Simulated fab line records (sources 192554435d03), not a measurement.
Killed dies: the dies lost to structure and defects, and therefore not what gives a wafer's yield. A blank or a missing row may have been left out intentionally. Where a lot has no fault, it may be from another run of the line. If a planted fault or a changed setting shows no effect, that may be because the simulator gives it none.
Matching of chambers	flow n5_finfet	N5_SPACER0_ALD_08 on ald_sin-01 has 4 sister chambers
The step deposits SiNx, target thk 2 nm. 39 wafers are shown with their chamber, then 12 later ones without.

## EACH WAFER AND ITS CHAMBER
wafer	chamber	heater_power_w (W)
L075.2	1	770
L075.3	2	993
L075.5	0	830
L076.1	3	816
L076.2	0	840
L076.5	2	954
L077.1	0	837
L077.2	3	821
L077.5	2	978
L078.1	2	966
L078.4	1	774
L078.6	2	967
L084.1	0	840
L084.2	2	972
L084.3	1	775
L084.4	3	836
L084.5	1	783
L084.6	0	819
L088.1	3	811
L088.3	0	855
L088.6	2	951
L090.1	2	984
L090.2	3	833
L090.3	0	854
L090.4	1	794
L090.5	2	1007
L090.6	1	790
L091.1	1	783
L091.2	3	833
L091.3	0	835
L091.4	3	831
L091.5	1	795
L091.6	0	832
L093.2	0	837
L093.4	3	820
L093.5	3	850
L094.2	0	847
L094.4	3	839
L094.6	3	837

SIGNATURES, as means of the wafers listed above
reading	chamber 0	chamber 1	chamber 2	chamber 3	scatter within a chamber
heater_power_w	838.73	783.00	974.67	829.73	12.7
Rule: for each reading, subtract the chamber's mean from the wafer's reading, divide by that reading's scatter and square the result; add these up over the readings and take the root, which gives the wafer's distance from the chamber. If the next closest chamber is less than 2 further off than the closest, the wafer can't be placed; otherwise it belongs to the closest. The scatter is the square root of a quotient: the sum, over the shown wafers, of each reading's squared deviation from its chamber's mean, divided by wafers minus chambers.

## WAFERS WITHOUT THEIR CHAMBER
wafer	heater_power_w (W)
L095.1	792
L095.4	826
L095.5	786
L096.1	837
L096.2	826
L096.3	788
L096.4	996
L096.5	979
L096.6	836
L097.4	808
L097.5	996
L097.6	846

## WHICH CHAMBER EACH ONE RAN IN
wafer	from the rows above	in truth
L095.1	1	1
L095.4	can't be placed: 3 or 0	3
L095.5	1	1
L096.1	can't be placed: 0 or 3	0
L096.2	can't be placed: 3 or 0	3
L096.3	1	1
L096.4	2	2
L096.5	2	2
L096.6	can't be placed: 0 or 3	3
L097.4	can't be placed: 3 or 1 or 0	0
L097.5	2	2
L097.6	can't be placed: 0 or 3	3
6 of 12 placed correctly. Not placeable from these rows: 6 (in 6, the candidates include the true chamber). Placed wrongly: 0.
